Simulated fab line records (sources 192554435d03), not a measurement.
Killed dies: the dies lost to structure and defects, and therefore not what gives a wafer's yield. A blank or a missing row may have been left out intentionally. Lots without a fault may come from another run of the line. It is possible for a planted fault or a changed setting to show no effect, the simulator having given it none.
2 desks looking at one fault + flow n5 finfet + each desk holds nothing but its own numbers, with what lay behind them at the end

METROLOGY DESK
Means of the sampled wafers that have a number, per lot and without regard to the tool the lot ran on: this is what the gauges read. Marked OUT: a lot whose mean sits more than 4 standard deviations from the usual mean, which makes it out of limits; the brackets give that distance. Only the readings that lie furthest out on some lot appear, 7 of the 10 it has.
Columns: A = DIBL_N at N5_BEOL_M4_RC_MEAS_101, usual 36.5 mV/V; B = DIBL_P at N5_BEOL_M4_RC_MEAS_101, usual 36.7 mV/V; C = IOFF_P at N5_BEOL_M4_RC_MEAS_101, usual 0.22 nA/um; D = ION_N at N5_BEOL_M4_RC_MEAS_101, usual 676 uA/um; E = ION_P at N5_BEOL_M4_RC_MEAS_101, usual 462 uA/um; F = SS_N at N5_BEOL_M4_RC_MEAS_101, usual 71.5 mV/dec; G = VT_P at N5_BEOL_M4_RC_MEAS_101, usual -250 mV
| lot  | first seen here | A    | B    | C    | D   | E   | F    | G    |
|------|-----------------|------|------|------|-----|-----|------|------|
| L748 | day 8 12:59     | 37.8 | 39.1 | 0.29 | 685 | 473 | 72.4 | -245 |
| L749 | day 8 13:00     | 35.2 | 36.5 | 0.18 | 675 | 457 | 71.7 | -257 |
| L751 | day 9 01:49     | 36.6 | 36.9 | 0.21 | 674 | 462 | 71.8 | -250 |
| L752 | day 10 03:57    | 38.8 | 38.8 | 0.28 | 675 | 466 | 72.2 | -245 |
| L753 | day 10 04:58    | 38.6 | 37.6 | 0.26 | 683 | 466 | 71.4 | -245 |
| L754 | day 10 11:35    | 37.0 | 37.2 | 0.23 | 686 | 469 | 71.3 | -247 |
| L758 | day 11 11:32    | 36.6 | 37.1 | 0.21 | 676 | 461 | 71.5 | -252 |
| L767 | day 14 08:50    | 35.3 | 37.2 | 0.21 | 672 | 457 | 71.4 | -254 |
| L769 | day 14 12:44    | 36.9 | 36.4 | 0.21 | 665 | 457 | 71.4 | -251 |
| L770 | day 15 12:26    | 36.3 | 37.1 | 0.24 | 680 | 467 | 71.8 | -247 |
This desk's finding: nothing out of limits on any of the 10 lots.

DESK OF THE TOOL OWNER: pecvd-01
The tool's own readings at N5_BEOL_M4_PECVD_72 (deposits SiO2 from TEOS/O2, target thk 16 nm, time 18 s): means of the sampled wafers that have a number, for each lot that ran on this tool. Marked OUT: a lot whose mean sits more than 4 standard deviations from the usual mean, which makes it out of limits; the brackets give that distance.
Columns: A = heater power outer w at N5_BEOL_M4_PECVD_72, usual 417 W; B = heater power w at N5_BEOL_M4_PECVD_72, usual 695 W; C = showerhead plenum p Torr at N5_BEOL_M4_PECVD_72, usual 8.79 Torr; D = susceptor temp C at N5_BEOL_M4_PECVD_72, usual 399.99 C; E = throttle valve pct at N5_BEOL_M4_PECVD_72, usual 22.3 %
| lot  | first seen here | A   | B   | C    | D                | E    |
|------|-----------------|-----|-----|------|------------------|------|
| L748 | day 7 21:33     | 464 | 747 | 8.80 | 400.06           | 23.4 |
| L751 | day 8 08:34     | 484 | 782 | 8.84 | 399.85           | 23.0 |
| L753 | day 9 17:29     | 437 | 712 | 8.80 | 400.06           | 23.8 |
| L767 | day 13 03:08    | 413 | 686 | 8.80 | 394.24 (-23) OUT | 22.9 |
| L769 | day 13 10:48    | 365 | 627 | 8.79 | 393.97 (-24) OUT | 22.4 |
| L770 | day 14 21:56    | 406 | 684 | 8.82 | 394.12 (-23) OUT | 22.1 |
This desk's verdict: out of limits on L767, L769, L770, starting with L767 at day 13 03:08 (susceptor temp C at N5_BEOL_M4_PECVD_72). L748, L751, L753: within limits.

BROUGHT TOGETHER
On L767, L769, L770, at day 13 03:08, an alarm was possible from the tool owner's desk.
The metrology desk saw nothing out of limits.
The metrology desk holds a record of L767, L769, L770, inside its limits.
The lots listed all ran N5_BEOL_M4_PECVD_72 on pecvd-01.

WHAT HAD BEEN PUT IN BY THE SIMULATOR
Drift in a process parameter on pecvd-01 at N5_BEOL_M4_PECVD_72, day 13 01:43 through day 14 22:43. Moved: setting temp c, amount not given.
Struck lots among those shown: L767, L769, L770.
Hours from the fault's start to each desk's first reading out of limits: the tool owner's desk, 1.
